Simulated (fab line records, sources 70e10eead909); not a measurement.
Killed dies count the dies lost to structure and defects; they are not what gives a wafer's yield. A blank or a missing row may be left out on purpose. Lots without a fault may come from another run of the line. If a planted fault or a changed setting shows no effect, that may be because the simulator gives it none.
Chamber matching + flow nandHarc + NHARC_A_SLIT_DESCUM_14 on rieDiel-01 has 4 sister chambers
The step chemistry O2, time 3 s. 4 wafers are shown with their chamber, then 12 later ones without.

== WAFERS WITH THEIR CHAMBER ==
| wafer  | chamber | drypumpMotorCurrentA (A) |
|--------|---------|--------------------------|
| L084.1 | 0       | 6.1                      |
| L084.2 | 2       | 5.5                      |
| L089.4 | 3       | 5.9                      |
| L089.5 | 1       | 6.3                      |

== WAFERS WHOSE CHAMBER IS MISSING ==
| wafer  | drypumpMotorCurrentA (A) |
|--------|--------------------------|
| L090.1 | 6.0                      |
| L090.5 | 6.3                      |
| L090.6 | 5.5                      |
| L092.2 | 5.9                      |
| L092.3 | 6.3                      |
| L092.5 | 5.9                      |
| L094.2 | 6.0                      |
| L094.5 | 5.6                      |
| L094.6 | 5.9                      |
| L097.3 | 5.9                      |
| L097.5 | 6.3                      |
| L097.6 | 5.5                      |

== EACH ONE'S CHAMBER ==
| wafer  | from the rows above     | in truth |
|--------|-------------------------|----------|
| L090.1 | can't be placed: 0 or 3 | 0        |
| L090.5 | 1                       | 1        |
| L090.6 | 2                       | 2        |
| L092.2 | 3                       | 3        |
| L092.3 | 1                       | 1        |
| L092.5 | 3                       | 3        |
| L094.2 | can't be placed: 0 or 3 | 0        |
| L094.5 | 2                       | 2        |
| L094.6 | 3                       | 3        |
| L097.3 | 3                       | 3        |
| L097.5 | 1                       | 1        |
| L097.6 | 2                       | 2        |
Correctly placed: 10 of 12. Cannot be placed on the basis of these rows: 2; the candidates contain the true chamber in 2. Wrongly placed: 0.
How it was worked out, from the rows above alone: a wafer's distance from a chamber is the root of the sum, over the readings, of the square of ((its reading less the chamber's mean) divided by the reading's scatter). The wafer belongs to the nearest chamber; if the next one is less than 2 further off, it can't be placed. For every chamber, the mean is computed from those of its wafers that are shown. The scatter: root of mean squared gap, hidden wafer to nearest shown wafer, with one shown wafer a chamber.
